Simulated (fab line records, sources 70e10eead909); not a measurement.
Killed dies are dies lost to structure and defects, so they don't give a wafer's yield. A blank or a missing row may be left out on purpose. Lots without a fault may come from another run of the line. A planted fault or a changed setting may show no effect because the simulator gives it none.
fab line records | flow nand_harc
record lots=6 wafers=18 last_day=24
route steps=1159 shown P_M0@282 P_M1@285 END@1159
lots that met no fault: from a run of the same line without faults
start_h: hours from the record's first day to the start of the lot's first wafer shown | wait_h: hours since the lot's step before | " the same as in the row above | L1.1+2: a row that stands for several wafers | - no value, or no start given | * or withheld: withheld | < > ~ a bound
route shown NAME@n: a module of which the file shows steps, and the number in the route of the first | usual: mean/standard deviation of fault-free wafers | same: alike in all rows | chamber/n: place in a boat | sites: the reading at each site | _std_site: their standard deviation | _edge_site: outer sites' mean less inner sites' | radius_mm: how far each site lies from the wafer's centre | mask NAME#n: copy n | behind: the tool/chamber that last shaped the wafer | hold: why the lot was held/for how many hours/how that ended | device: the transistor (n, p or np) that didn't switch | end of line: the same wafers' tests at the end of the route | a step without rows: its recipe alone | killed: dies lost to structure and defects at the first sort, not the wafer's yield | map: a wafer's dies, x killed, . not, _ none there
set.NAME: the setting as run; set.NAME@STEP: as run at that earlier step | model.NAME: the simulator's own value behind a step, which no gauge read
lots at some steps of the route; a table a step, a row a wafer
services: from which hour (start_h, from the record's first day; less than 0 if before it) a tool's chamber was out of use, for how many hours, and why
## steps
# step NHARC_P_M0_INSPECT_27
# usual raw_defect_count=287/120
# columns lot.wafer tool chamber start_h wait_h raw_defect_count
L406.1 defect_inspect-02 - 115.00 0.0 233
L406.2 " - " " 268
L406.5 " - " " 295
L408.2 defect_inspect-01 - 137.03 0.0 307
L408.5 " - " " 443
L408.6 " - " " 498
L417.1 defect_inspect-02 - 200.67 0.0 282
L417.3 " - " " 317
L417.4 " - " " 161
L416.1 defect_inspect-02 - 200.92 0.0 244
L416.4 " - " " 168
L416.6 " - " " 208
L423.2 defect_inspect-02 - 225.23 0.0 208
L423.5 " - " " 278
L423.6 " - " " 155
L424.2 defect_inspect-01 - 233.00 0.0 425
L424.3 " - " " 502
L424.5 " - " " 402
# step NHARC_P_M0_PRE_CLEAN_31
# recipe time_s=12 temp_c=370 rf_power_w=300 gas=NH3
# usual heater_power_w=591/59
# columns lot.wafer tool chamber start_h wait_h heater_power_w
L406.1 pecvd-02 0 115.06 0.1 525
L406.2 " 2 " " 658
L406.5 " 0 " " 520
L408.2 pecvd-02 1 137.12 0.1 546
L408.5 " 0 " " 563
L408.6 " 1 " " 540
L417.3 pecvd-02 2 200.74 0.1 656
L417.1 " 1 " " 559
L417.4 " 1 " " 535
L416.1 pecvd-03 2 201.00 0.1 567
L416.4 " 1 " " 646
L416.6 " 0 " " 620
L423.2 pecvd-01 2 225.30 0.1 537
L423.6 " 0 " " 563
L423.5 " 1 " " 654
L424.2 pecvd-02 2 233.08 0.1 589
L424.3 " 0 " " 576
L424.5 " 1 " " 572
# step NHARC_P_M0_DEP_32
# recipe target_thk_a=300 temp_c=370 target_thk_nm=30 pressure_torr=3 flow_sccm=200 rf_w=450 material=SiCN
# usual heater_power_w=549/63
# columns lot.wafer tool chamber start_h wait_h heater_power_w
L406.1 pecvd-02 0 115.14 0.1 538
L406.2 " 2 " " 571
L406.5 " 0 " " 534
L408.2 pecvd-02 1 137.26 0.1 560
L408.5 " 0 " " 469
L408.6 " 1 " " 576
L417.3 pecvd-02 2 200.82 0.1 585
L417.1 " 1 " " 499
L417.4 " 1 " " 524
L416.1 pecvd-03 2 201.11 0.1 550
L416.4 " 1 " " 677
L416.6 " 0 " " 544
L423.2 pecvd-01 2 225.38 0.1 582
L423.6 " 0 " " 486
L423.5 " 1 " " 582
L424.2 pecvd-02 2 233.19 0.1 633
L424.3 " 0 " " 453
L424.5 " 1 " " 458
# step NHARC_P_M1_DEP_00
# recipe target_thk_a=1825 target_thk_nm=182.5 temp_c=withheld pressure_torr=5 flow_sccm=200 rf_w=600 material=SiOC
# step NHARC_P_M1_DEHYDRATE_01
# recipe temp_c=150 time_s=120
# step NHARC_P_M1_HMDS_02
# recipe time_s=30
# step NHARC_P_M1_COAT_34
# recipe temp_c=200 time_s=65
# step NHARC_P_M1_COAT_03
# recipe spin_rpm=1500 resist_thk_nm=90
# step NHARC_P_M1_SOFTBAKE_04
# recipe temp_c=105 time_s=55
# step NHARC_P_M1_EBR_05
# step NHARC_P_M1_EXPOSE_06
# recipe na=1.35 target_cd_nm=130 dose_mj=81.88 mask_id=P_M1
# step NHARC_P_M1_PEB_07
# recipe peb_temp_c=100 peb_time_s=65
# usual heater_power_total_W=156.6/0.43 resist_line_temp_C=22.99/0.1
# columns lot.wafer tool chamber start_h wait_h heater_power_total_W resist_line_temp_C
L406.1 litho_track-06 0 116.31 0.1 156.0 22.93
L406.2 " 0 " " 157.0 23.14
L406.5 " 0 " " 156.4 23.05
L408.2 litho_track-04 0 138.32 0.1 156.0 22.75
L408.5 " 0 " " 157.1 23.02
L408.6 " 0 " " 157.0 22.97
L417.1 litho_track-06 0 201.97 0.1 156.7 23.08
L417.3 " 0 " " 194.4 22.91
L417.4 " 0 " " 157.2 22.94
L416.1 litho_track-06 0 202.24 0.1 156.1 23.13
L416.4 " 0 " " 156.0 22.91
L416.6 " 0 " " 195.1 23.01
L423.2 litho_track-01 0 226.41 0.1 156.5 22.86
L423.5 " 0 " " 156.4 23.03
L423.6 " 0 " " 156.7 22.79
L424.2 litho_track-04 0 234.19 0.1 157.1 22.91
L424.3 " 0 " " 157.1 22.86
L424.5 " 0 " " 157.1 22.94
# step NHARC_P_M1_DEVELOP_08
# recipe develop_time_s=35 dev_temp_c=23
# step NHARC_P_M1_CD_MEAS_09
# recipe target_cd_nm=130 landing_energy_ev=500
# usual cd_nm=129.8/0.68
# same landing_energy_ev=500
# columns lot.wafer tool chamber start_h wait_h cd_nm
L406.1 cd_sem-02 0 116.39 - 128.6
L406.2 " 0 " " 129.0
L406.5 " 0 " " 129.2
L408.2 cd_sem-02 0 138.40 - 130.7
L408.5 " 0 " " 130.0
L408.6 " 0 " " 130.2
L417.1 cd_sem-03 0 202.04 - 129.4
L417.3 " 0 " " 114.9
L417.4 " 0 " " 129.8
L416.1 cd_sem-03 0 202.32 - 129.7
L416.4 " 0 " " 129.6
L416.6 " 0 " " 113.5
L423.2 cd_sem-01 0 226.49 - 130.0
L423.5 " 0 " " 130.7
L423.6 " 0 " " 130.6
L424.2 cd_sem-03 0 234.27 - 130.3
L424.3 " 0 " " 129.4
L424.5 " 0 " " 130.2
# step NHARC_P_M1_OVL_MEAS_10
# recipe pitch_nm=260
# usual overlay_x_nm=0.2/0.73 overlay_y_nm=0.2/0.85
# columns lot.wafer tool chamber start_h wait_h overlay_x_nm overlay_y_nm
L406.1 overlay-02 - 116.48 - 0.5 -1.3
L406.2 " - " " 0.3 -0.4
L406.5 " - " " 0.0 -0.7
L408.2 overlay-02 - 138.49 - -1.0 0.3
L408.5 " - " " -0.5 0.8
L408.6 " - " " -0.6 1.0
L417.1 overlay-02 - 202.13 - 0.8 1.7
L417.3 " - " " 1.4 1.6
L417.4 " - " " 0.8 1.2
L416.1 overlay-01 - 202.41 - 0.1 -1.9
L416.4 " - " " 0.8 -1.6
L416.6 " - " " 0.3 -2.1
L423.2 overlay-02 - 226.58 - -0.8 -0.7
L423.5 " - " " -0.5 -0.2
L423.6 " - " " -0.2 -0.5
L424.2 overlay-01 - 234.36 - 0.2 0.0
L424.3 " - " " 0.4 -0.8
L424.5 " - " " 1.0 -0.2
# step NHARC_P_M1_INSPECT_11
# usual raw_defect_count=4.0/2.2
# columns lot.wafer tool chamber start_h wait_h raw_defect_count
L406.1 defect_inspect-01 - 116.52 0.0 4
L406.2 " - " " 4
L406.5 " - " " 4
L408.2 defect_inspect-02 - 138.53 0.0 3
L408.5 " - " " 6
L408.6 " - " " 6
L417.1 defect_inspect-02 - 202.17 0.0 0
L417.3 " - " " 4
L417.4 " - " " 2
L416.1 defect_inspect-01 - 202.44 0.0 2
L416.4 " - " " 2
L416.6 " - " " 2
L423.2 defect_inspect-02 - 226.62 0.0 2
L423.5 " - " " 3
L423.6 " - " " 4
L424.2 defect_inspect-02 - 234.39 0.0 3
L424.3 " - " " 3
L424.5 " - " " 3
# step NHARC_P_M1_DESCUM_14
# recipe time_s=3 o2_flow_sccm=200 ar_flow_sccm=0 bias_power_w=0 chemistry=O2
# usual drypump_motor_current_A=5.5/0.4 oes_product_au=0.998/0.011 rf_vpp_V=58.0/0.87 showerhead_plenum_p_Torr=1.94/0.072 throttle_valve_pct=11.311/0.0095
# columns lot.wafer tool chamber start_h wait_h drypump_motor_current_A oes_product_au rf_hours_counter_h rf_vpp_V showerhead_plenum_p_Torr throttle_valve_pct model.P_M1.cd_nm
L406.2 rie_diel-10 0 116.58 0.1 5.2 0.977 2 56.6 1.94 11.312 128.8
L406.1 " 2 " " 6.2 0.978 3 57.6 1.90 11.317 129
L406.5 " 0 " " 5.2 0.988 - 58.3 1.94 11.309 129
L408.2 rie_diel-05 2 138.61 0.1 5.5 1.024 8 58.9 1.93 11.314 130.8
L408.6 " 0 " " 5.2 1.019 - 56.6 2.01 11.311 131.2
L408.5 " 2 " " 5.5 1.021 - 58.1 1.93 11.322 129.8
L417.4 rie_diel-10 3 202.23 0.1 5.4 0.997 0 57.5 2.00 11.298 130.4
L417.3 " 1 " " 4.9 0.982 0 58.1 2.04 11.327 114.4
L417.1 " 2 " " 6.2 1.008 0 57.7 1.90 11.298 129.8
L416.4 rie_diel-06 1 202.51 0.1 6.0 0.983 9 57.1 1.78 11.317 130.2
L416.1 " 2 " " 5.6 0.999 11 58.0 1.83 11.310 129.4
L416.6 " 0 " " 5.9 0.994 - 58.6 2.00 11.309 113.2
L423.2 rie_diel-10 3 226.70 0.1 5.4 0.997 1 58.6 2.00 11.315 130.5
L423.6 " 1 " " 4.9 0.989 - 58.5 2.04 11.322 130.5
L423.5 " 2 " " 6.2 1.006 - 55.2 1.90 11.306 131
L424.2 rie_diel-06 3 234.45 0.1 5.0 0.995 14 56.9 1.79 11.319 130.4
L424.3 " 1 " " 6.0 0.997 13 58.8 1.78 11.323 130.4
L424.5 " 0 " " 5.9 0.984 - 58.1 2.00 11.319 129.2
# step NHARC_P_M1_ETCH_35
# recipe target_depth_a=400 overetch_a=120 time_s=43.94 ion_energy_ev=200 n2_flow_sccm=150 h2_flow_sccm=150 ar_flow_sccm=0 rf_w=400 bias_w=150 chemistry=N2/H2
# usual drypump_motor_current_A=5.4/0.39 oes_product_au=0.997/0.01 rf_vpp_V=431.4/2.4 showerhead_plenum_p_Torr=2.07/0.08 throttle_valve_pct=14.172/0.0091
# columns lot.wafer tool chamber start_h wait_h drypump_motor_current_A oes_product_au rf_hours_counter_h rf_vpp_V showerhead_plenum_p_Torr throttle_valve_pct
L406.1 rie_diel-10 1 116.67 0.1 4.9 0.991 3 433.5 2.18 14.165
L406.2 " 3 " " 5.4 0.992 3 433.0 2.14 14.171
L406.5 " 1 " " 4.9 1.000 - 434.6 2.18 14.169
L408.2 rie_diel-05 3 138.70 0.1 5.4 0.996 10 430.4 2.05 14.165
L408.6 " 2 " " 5.5 1.013 - 431.1 2.06 14.180
L408.5 " 0 " " 5.2 1.011 - 433.9 2.14 14.167
L417.1 rie_diel-10 1 202.32 0.1 4.9 0.996 0 434.0 2.18 14.163
L417.4 " 2 " " 6.2 1.001 0 430.3 2.02 14.186
L417.3 " 3 " " 5.4 0.989 0 433.9 2.13 14.166
L416.1 rie_diel-06 1 202.60 0.1 6.0 1.006 9 425.9 1.89 14.162
L416.4 " 2 " " 5.6 1.001 11 427.1 1.94 14.167
L416.6 " 0 " " 5.9 0.992 - 433.1 2.13 14.188
L423.2 rie_diel-10 3 226.77 0.1 5.4 0.979 1 433.5 2.13 14.177
L423.6 " 3 " " 5.4 0.987 - 435.0 2.13 14.173
L423.5 " 0 " " 5.2 0.973 - 432.0 2.07 14.177
L424.3 rie_diel-06 2 234.54 0.1 5.7 0.983 14 426.6 1.94 14.181
L424.2 " 0 " " 5.9 0.991 13 433.3 2.13 14.188
L424.5 " 2 " " 5.7 0.984 - 427.4 1.94 14.169
# step NHARC_P_M1_ETCH_15
# recipe target_depth_a=1825 time_s=91.2 c4f8_flow_sccm=withheld ar_flow_sccm=400 rf_w=600 bias_w=300 chemistry=C4F8/Ar
# usual oes_product_au=0.949/0.023 rf_vpp_V=441.7/2.4
# columns lot.wafer tool chamber start_h wait_h oes_product_au rf_hours_counter_h rf_vpp_V
L406.2 rie_diel-10 3 - - 0.924 3 443.9
L406.1 " 1 " " 0.918 3 445.3
L406.5 " 2 " " 0.930 - 440.8
L408.2 rie_diel-05 0 - - 0.934 9 443.6
L408.5 " 0 " " 0.928 - 443.4
L408.6 " 2 " " 0.932 - 441.6
L417.1 rie_diel-10 3 - - 0.960 0 442.8
L417.4 " 1 " " 0.973 0 444.1
L417.3 " 2 " " 0.981 0 441.3
L416.4 rie_diel-06 1 - - 0.919 9 437.7
L416.1 " 2 " " 0.925 11 438.1
L416.6 " 2 " " 0.921 - 437.0
L423.2 rie_diel-10 2 - - 0.955 1 440.1
L423.6 " 1 " " 0.942 - 443.9
L423.5 " 2 " " 0.956 - 441.6
L424.2 rie_diel-06 2 - - 0.978 14 438.0
L424.3 " 3 " " 0.966 14 437.5
L424.5 " 1 " " 0.989 - 436.5
# step NHARC_P_M1_CD_MEAS_16
# usual cd_nm=129.8/0.93
# columns lot.wafer tool chamber start_h wait_h cd_nm
L406.1 cd_sem-03 - 116.88 - 128.8
L406.2 " - " " 129.0
L406.5 " - " " 129.2
L408.2 cd_sem-03 - 138.95 - 130.6
L408.5 " - " " 129.7
L408.6 " - " " 130.8
L417.1 cd_sem-01 - 202.54 - 129.7
L417.3 " - " " 114.8
L417.4 " - " " 131.0
L416.1 cd_sem-03 - 202.81 - 129.3
L416.4 " - " " 130.4
L416.6 " - " " 113.6
L423.2 cd_sem-03 - 226.99 - 130.7
L423.5 " - " " 131.1
L423.6 " - " " 129.8
L424.2 cd_sem-02 - 234.77 - 130.1
L424.3 " - " " 130.7
L424.5 " - " " 130.1
# step NHARC_P_M1_STRIP_18
# recipe power_w=1000 n2_flow_sccm=150 h2_flow_sccm=150 ar_flow_sccm=0 bias_w=0 chemistry=N2/H2
# usual drypump_motor_current_A=5.5/0.37 oes_product_au=0.999/0.01 rf_vpp_V=90.7/1 showerhead_plenum_p_Torr=2.05/0.087 throttle_valve_pct=14.171/0.0098
# columns lot.wafer tool chamber start_h wait_h drypump_motor_current_A oes_product_au rf_hours_counter_h rf_vpp_V showerhead_plenum_p_Torr throttle_valve_pct
L406.1 rie_diel-05 1 116.99 0.1 5.6 0.988 7 89.6 2.02 14.170
L406.2 " 3 " " 5.4 0.994 8 90.4 2.05 14.173
L406.5 " 1 " " 5.6 0.988 - 89.3 2.02 14.163
L408.2 rie_diel-06 0 139.05 0.1 5.9 0.986 5 92.9 2.13 14.183
L408.5 " 3 " " 5.0 1.004 - 89.7 1.90 14.172
L408.6 " 0 " " 5.9 0.981 - 91.4 2.13 14.171
L417.3 rie_diel-10 1 202.62 0.1 4.9 1.000 0 91.3 2.18 14.167
L417.4 " 2 " " 6.2 1.014 0 89.5 2.02 14.152
L417.1 " 0 " " 5.2 0.970 0 89.9 2.07 14.173
L416.1 rie_diel-05 3 202.88 0.1 5.4 1.014 1 90.7 2.04 14.172
L416.4 " 1 " " 5.6 0.999 1 91.2 2.02 14.157
L416.6 " 3 " " 5.4 1.005 - 89.7 2.05 14.195
L423.2 rie_diel-06 2 227.14 0.1 5.6 0.995 13 89.9 1.94 14.151
L423.5 " 3 " " 5.0 0.997 - 90.6 1.90 14.173
L423.6 " 0 " " 5.9 0.994 - 92.3 2.13 14.167
L424.2 rie_diel-10 0 234.89 0.1 5.2 0.980 1 92.4 2.07 14.182
L424.3 " 1 " " 4.9 0.990 1 91.5 2.18 14.177
L424.5 " 2 " " 6.2 0.995 - 90.8 2.02 14.165
# step NHARC_P_M1_ETCH_28
# recipe target_depth_a=300 over_etch_frac=0.3 time_s=72.99 ion_energy_ev=150 cf4_flow_sccm=50 n2_flow_sccm=100 ar_flow_sccm=150 rf_w=300 bias_w=100 chemistry=CF4/N2
# usual drypump_motor_current_A=5.5/0.37 oes_product_au=1.000/0.012 rf_vpp_V=314.4/1.9 showerhead_plenum_p_Torr=2.64/0.1 throttle_valve_pct=19.795/0.0089
# columns lot.wafer tool chamber start_h wait_h drypump_motor_current_A oes_product_au rf_hours_counter_h rf_vpp_V showerhead_plenum_p_Torr throttle_valve_pct model.P_M1.cd_nm
L406.2 rie_diel-05 3 - - 5.4 0.989 8 313.8 2.63 19.804 128.6
L406.1 " 0 " " 5.2 1.004 8 317.2 2.75 19.786 129.6
L406.5 " 0 " " 5.2 1.009 - 318.4 2.75 19.786 129.9
L408.2 rie_diel-06 0 - - 5.9 0.991 5 316.7 2.74 19.791 131.2
L408.5 " 1 " " 6.0 0.995 - 313.0 2.45 19.796 130.3
L408.6 " 2 " " 5.6 1.007 - 311.2 2.51 19.800 131
L417.3 rie_diel-10 0 - - 5.2 0.977 0 314.2 2.66 19.791 113.6
L417.4 " 1 " " 4.9 1.000 0 317.2 2.79 19.801 130.7
L417.1 " 2 " " 6.2 0.996 0 312.2 2.61 19.801 130.2
L416.4 rie_diel-05 0 - - 5.2 1.008 1 316.4 2.75 19.804 130.8
L416.1 " 1 " " 5.6 1.007 1 312.7 2.60 19.801 129.7
L416.6 " 1 " " 5.6 1.011 - 312.8 2.60 19.791 113.2
L423.2 rie_diel-06 2 - - 5.6 1.010 13 312.6 2.51 19.796 130.6
L423.5 " 0 " " 5.9 0.990 - 315.6 2.74 19.799 132.3
L423.6 " 1 " " 6.0 1.003 - 312.1 2.45 19.809 131
L424.2 rie_diel-10 1 - - 4.9 0.988 1 317.5 2.79 19.790 130.7
L424.3 " 3 " " 5.4 0.985 1 315.4 2.74 19.786 130.2
L424.5 " 0 " " 5.2 0.979 - 315.0 2.66 19.783 129.6
# step NHARC_P_M1_STRIP_19
# recipe time_s=600 temp_c=30 chemistry=post_etch_residue_remover
# step NHARC_END_SORT_01
# recipe temp_c=25
# usual defect_limited_yield=95.2/1.9 killed_at_array=29/13 killed_at_other=0.7/1 killed_at_periphery=3.2/2.3 killed_dies=33/13 killed_open=3.3/1.7 killed_short=2.0/1.5 sort_bin_2_pct=1.5/0.8 sort_bin_3_pct=0.27/0.22 sort_bin_4_pct=3.0/1.1 sort_n_pass=644/13 sort_rim_yield_pct=96.0/2.9 sort_yield_pct=95.2/1.9
# same gross_dies=677 sort_bin_5_pct[%]=0 sort_bin_6_pct[%]=0 sort_bin_7_pct[%]=0 sort_bin_8_pct[%]=0 sort_rim_n_gross=106.00
# columns lot.wafer tool chamber start_h wait_h defect_limited_yield[%] killed_at_array killed_at_other killed_at_periphery killed_dies killed_open killed_short sort_bin_2_pct[%] sort_bin_3_pct[%] sort_bin_4_pct[%] sort_n_pass sort_rim_yield_pct[%] sort_yield_pct[%]
L406.1 prober-01 0 446.89 2.5 94.2 33 1 5 39 7 1 1.3 0.30 4.1 638 95.3 94.2
L406.2 prober-01 0 447.69 2.8 96.0 20 2 5 27 1 1 1.2 0 2.8 650 98.1 96.0
L406.5 prober-01 0 450.07 3.7 96.0 20 0 7 27 7 2 1.0 0.15 2.8 650 97.2 96.0
L416.1 prober-01 0 518.21 2.5 93.9 37 1 3 41 3 3 1.8 0.15 4.1 636 93.4 93.9
L416.4 prober-01 0 520.57 3.3 92.9 46 0 2 48 2 0 2.5 0.30 4.3 629 100.0 92.9
L416.6 prober-01 0 522.15 3.9 90.7 40 0 23 63 6 2 4.1 0.15 5.0 614 100.0 90.7
L417.3 prober-02 0 522.74 3.1 93.4 29 0 16 45 0 1 4.0 0.44 2.2 632 99.1 93.4
L423.2 prober-02 0 555.42 2.8 94.2 34 0 5 39 5 3 1.2 0.59 4.0 638 94.3 94.2
L423.5 prober-02 0 557.85 3.7 94.1 38 0 2 40 2 1 2.2 0.44 3.2 637 100.0 94.1
L423.6 prober-02 0 558.66 4.0 95.7 27 0 2 29 2 1 0.9 0 3.4 648 92.5 95.7
L424.2 prober-01 0 573.07 2.8 91.0 60 0 1 61 5 2 2.8 0.30 5.9 616 87.7 91.0
L424.3 prober-01 0 573.88 3.1 91.1 55 0 5 60 3 2 3.2 0.44 5.2 617 99.1 91.1
L424.5 prober-01 0 575.48 3.7 91.7 55 0 1 56 4 0 2.7 0.74 4.9 621 94.3 91.7
# killed by level:class
L406.1 A_CHANNEL_HOLE_D1:chamber_film_flake=16 A_STAIRCASE:chamber_film_flake=5 A_CHANNEL_FILL_D1:geometric_particle:open=3 A_CONTACT:geometric_particle:open=2 P_CONTACT:chamber_film_flake=2 P_M2:chamber_film_flake=2 A_ZERO_WELL:chamber_film_flake=2 P_M0:geometric_particle:open=1
L406.2 A_CHANNEL_HOLE_D1:chamber_film_flake=10 A_SLIT:unspecified=3 P_CONTACT:chamber_film_flake=2 P_M2:chamber_film_flake=2 A_CHANNEL_FILL_D1:chamber_film_flake=2 A_STAIRCASE:chamber_film_flake=2 A_CONTACT:chamber_film_flake=2 THIN_TSV:chamber_film_flake=2
L406.5 A_CHANNEL_HOLE_D1:chamber_film_flake=8 P_M2:chamber_film_flake=3 A_CONTACT:chamber_film_flake=2 P_CONTACT:geometric_particle:open=1 P_M2:geometric_particle:short=1 A_ONON_D1:geometric_particle:open=1 A_CHANNEL_FILL_D1:geometric_particle:open=1 A_SGD_CUT:geometric_particle:open=1
L416.1 A_CHANNEL_HOLE_D1:chamber_film_flake=22 A_SLIT:chamber_film_flake=9 P_CONTACT:geometric_particle:open=1 P_M2:geometric_particle:short=1 A_ONON_D1:geometric_particle:open=1 A_ONON_D1:geometric_particle:short=1 A_WL_FILL:geometric_particle:short=1 P_ZERO_WELL:chamber_film_flake=1
L416.4 A_CHANNEL_HOLE_D1:chamber_film_flake=23 A_SLIT:chamber_film_flake=20 P_CONTACT:geometric_particle:open=1 A_ONON_D1:geometric_particle:open=1 P_M2:chamber_film_flake=1 A_ZERO_WELL:chamber_film_flake=1 A_CONTACT:chamber_film_flake=1
L416.6 A_CHANNEL_HOLE_D1:chamber_film_flake=21 P_M1:area_peb=18 A_SLIT:chamber_film_flake=13 P_CONTACT:geometric_particle:open=3 A_CONTACT:chamber_film_flake=2 P_GATE:geometric_particle:short=1 P_CONTACT:geometric_particle:short=1 A_ONON_D1:geometric_particle:open=1
L417.3 A_CHANNEL_HOLE_D1:chamber_film_flake=21 P_M1:area_peb=15 A_CONTACT:chamber_film_flake=7 A_CHANNEL_FILL_D1:geometric_particle:short=1 P_M1:chamber_film_flake=1
L423.2 A_SLIT:chamber_film_flake=18 A_CHANNEL_HOLE_D1:chamber_film_flake=5 A_CONTACT:chamber_film_flake=4 A_ONON_D1:geometric_particle:open=2 A_CONTACT:geometric_particle:open=2 P_GATE:chamber_film_flake=2 P_M1:geometric_particle:short=1 P_M2:geometric_particle:open=1
L423.5 A_SLIT:chamber_film_flake=18 A_CHANNEL_HOLE_D1:chamber_film_flake=7 A_CONTACT:chamber_film_flake=6 P_GATE:chamber_film_flake=2 A_CHANNEL_FILL_D1:chamber_film_flake=2 A_WL_FILL:geometric_particle:open=1 A_CONTACT:geometric_particle:open=1 A_CONTACT:geometric_particle:short=1
L423.6 A_CHANNEL_HOLE_D1:chamber_film_flake=8 A_CONTACT:chamber_film_flake=8 A_SLIT:chamber_film_flake=7 P_GATE:chamber_film_flake=2 A_CHANNEL_FILL_D1:geometric_particle:open=1 A_WL_FILL:geometric_particle:short=1 A_WL_FILL:geometric_particle:open=1 A_SGD_CUT:chamber_film_flake=1
L424.2 A_CHANNEL_HOLE_D1:chamber_film_flake=22 A_CONTACT:chamber_film_flake=14 A_SLIT:chamber_film_flake=13 A_WL_FILL:geometric_particle:short=2 A_CONTACT:geometric_particle:open=2 A_STAIRCASE:chamber_film_flake=2 A_CHANNEL_HOLE_D1:geometric_particle:open=1 A_M0:geometric_particle:open=1
L424.3 A_SLIT:chamber_film_flake=23 A_CHANNEL_HOLE_D1:chamber_film_flake=13 A_CONTACT:chamber_film_flake=11 P_CONTACT:geometric_particle:short=2 P_GATE:chamber_film_flake=2 A_STAIRCASE:chamber_film_flake=2 A_ONON_D1:geometric_particle:open=1 A_CONTACT:geometric_particle:open=1
L424.5 A_CHANNEL_HOLE_D1:chamber_film_flake=23 A_CONTACT:chamber_film_flake=13 A_SLIT:chamber_film_flake=11 A_M0:geometric_particle:open=2 A_CHANNEL_FILL_D1:geometric_particle:open=1 A_WL_FILL:geometric_particle:open=1 P_GATE:chamber_film_flake=1 A_ZERO_WELL:chamber_film_flake=1
# map L416.6 (x killed, . not)
____________.____________
_________......._________
_______..........._______
______.............______
_____..............._____
____........x........____
____.................____
___...................___
___...................___
__......x..x...x.......__
__.....x...............__
_...............x......._
_......x.........xx....._
_.x...........xxxx.x...._
_..............x..x....._
_.....x........x........_
.............xxxx.x......
.......xxxx......x.......
.............x...........
..........x....x.........
.........................
_......................._
_........x....x.....x..._
_......x..x............._
_........x............x._
_................x......_
__.xx..................__
__..........xx...x.....__
___.............xx....___
___.........x.xxx.....___
____.........x..x..x.____
____.........xxxx.x..____
_____..........xxx.._____
______.........x...______
_______..........._______
_________......._________
____________.____________
# map L417.3 (x killed, . not)
____________.____________
_________......._________
_______..........._______
______.............______
_____..............._____
____.................____
____.................____
___...........x.......___
___.x.................___
__.....................__
__..........x..........__
_......................._
_........x.............._
_......x................_
_..........x............_
_........x.............._
......x..................
.........................
.............x...........
....x....x.x.............
...x.....................
_..x..........xx........_
_...x.....x.x..........._
_..x................x..._
_......................._
_......x.x.....x........_
__.....................__
__............xxx......__
___............xxx..x.___
___..........xx.x.....___
____........xxx.xx...____
____..........xxx..x.____
_____........x.x...._____
______.............______
_______..........._______
_________......._________
____________.____________
## services
# columns tool chamber start_h hours kind
litho_track-01 - 93.00 7.0 pm
pecvd-01 - 105.96 0.6 repair
rie_diel-10 0 106.60 - clean
rie_diel-10 1 106.60 - clean
rie_diel-10 2 106.60 - clean
rie_diel-10 3 106.60 - clean
rie_diel-10 - 110.44 0.8 repair
pecvd-03 - 111.26 13.0 pm
rie_diel-05 - 116.59 0.3 repair
litho_track-06 - 117.00 7.0 pm
rie_diel-05 1 124.83 1.4 repair
rie_diel-05 1 130.40 16.2 repair
rie_diel-10 0 131.10 - clean
rie_diel-10 1 131.10 - clean
rie_diel-10 2 131.10 - clean
pecvd-03 1 133.05 10.7 repair
litho_track-04 - 141.00 7.0 pm
rie_diel-06 - 142.00 0.7 repair
pecvd-02 - 153.00 13.0 pm
rie_diel-05 - 163.74 9.0 pm
rie_diel-10 - 176.50 9.0 pm
rie_diel-06 3 197.03 5.0 repair
pecvd-02 - 210.38 1.4 repair
rie_diel-10 - 219.34 0.7 repair
## key
first_sign step=NHARC_P_M1_PEB_07 reading=heater_power_total_W direction=up sigmas=88 usual=* struck=*
effect step=NHARC_P_M1_CD_MEAS_09 reading=cd_nm direction=down sigmas=23 usual=129.8 struck=114.2
effect step=NHARC_P_M1_CD_MEAS_16 reading=cd_nm direction=down sigmas=17 usual=129.8 struck=114.2
effect step=NHARC_END_SORT_01 reading=killed_at_periphery direction=up sigmas=7.2 usual=3.2 struck=19.5
model_effect step=NHARC_P_M1_DESCUM_14 value=P_M1.cd_nm without=128.8 struck=113.8
model_effect step=NHARC_P_M1_ETCH_28 value=P_M1.cd_nm without=128.4 struck=113.4
met_at NHARC_P_M1_PEB_07
struck_wafers L416.6,L417.3
onset_between 116.31 201.97
fault kind=process_parameter_drift tool=litho_track-06 chamber=- onset_h=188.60 steps=NHARC_P_M1_PEB_07 channel=peb_time_s offset=* shape=step end_h=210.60 scope=struck_wafers_only acts_in=* stated=*
